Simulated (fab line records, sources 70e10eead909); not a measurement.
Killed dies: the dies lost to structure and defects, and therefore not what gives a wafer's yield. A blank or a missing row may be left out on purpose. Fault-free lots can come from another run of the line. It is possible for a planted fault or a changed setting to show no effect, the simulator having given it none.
2 desks looking at one fault	flow nand_harc	numbers are kept per desk, each desk with only its own; the story behind them comes last

== THE TOOL OWNER'S DESK: pecvd_onon-03 ==
The tool's own readings at NHARC_A_ONON_D1_DEP_22 (target thk 1000 nm): means of the sampled wafers that have a number, for each lot that ran on this tool. If a lot's mean is further than 4 standard deviations from the usual mean, the lot is out of limits and carries the mark OUT (the distance appears in the brackets).
Columns: A = n2_flow_sccm at NHARC_A_ONON_D1_DEP_22, usual 2750 sccm
lot	first seen here	A
L688	day 8 16:56	2753
L690	day 9 06:40	2750
L696	day 10 13:44	2749
L702	day 12 06:38	2740
L706	day 13 11:59	2747
Result from this desk: across the 5 lots, nothing is out of limits.

== THE METROLOGY DESK ==
What the gauges read, lot by lot, whatever tool the lot ran on: means of the sampled wafers that have a number. If a lot's mean is further than 4 standard deviations from the usual mean, the lot is out of limits and carries the mark OUT (the distance appears in the brackets).
Columns: A = thk_nm at NHARC_A_ONON_D1_THK_MEAS_11, usual 1004 nm; B = thk_nm at NHARC_A_ONON_D1_THK_MEAS_24, usual 1002 nm
lot	first seen here	A	B
L686	day 7 12:25	977	999
L688	day 8 08:17	997	1010
L687	day 8 08:18	1010	1013
L689	day 8 08:18	1011	1002
L691	day 8 18:47	1017	993
L690	day 8 19:01	999	1007
L692	day 9 11:17	995	1008
L693	day 9 18:08	995	989
L696	day 10 05:29	991	1020
L697	day 11 03:58	993	1003
L702	day 11 22:07	1014	1380 (+40) OUT
L705	day 12 17:09	1017	991
L706	day 13 02:33	1002	1247 (+26) OUT
L707	day 13 02:40	1017	1009
Finding of this desk: L702, L706 out of limits; the first was L702 at day 12 07:01, on thk_nm at NHARC_A_ONON_D1_THK_MEAS_24. Within limits: L686, L688, L687, L689, L691, L690, L692, L693, L696, L697, L705, L707.

== PUT TOGETHER ==
On L702, L706, the metrology desk was in a position to raise an alarm at day 12 07:01.
The tool owner's desk saw nothing out of limits.
The tool owner's desk has L702, L706 on record, within its limits.
NHARC_A_ONON_D1_DEP_22 was run on pecvd_onon-03 by each of the lots named.

== WHAT THE SIMULATOR PUT IN ==
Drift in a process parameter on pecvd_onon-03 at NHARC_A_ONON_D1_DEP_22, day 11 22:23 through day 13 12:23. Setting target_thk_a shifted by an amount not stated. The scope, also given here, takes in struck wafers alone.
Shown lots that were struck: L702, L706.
Time in hours between the start of the fault and the first out-of-limits reading at each desk: metrology desk, 9.
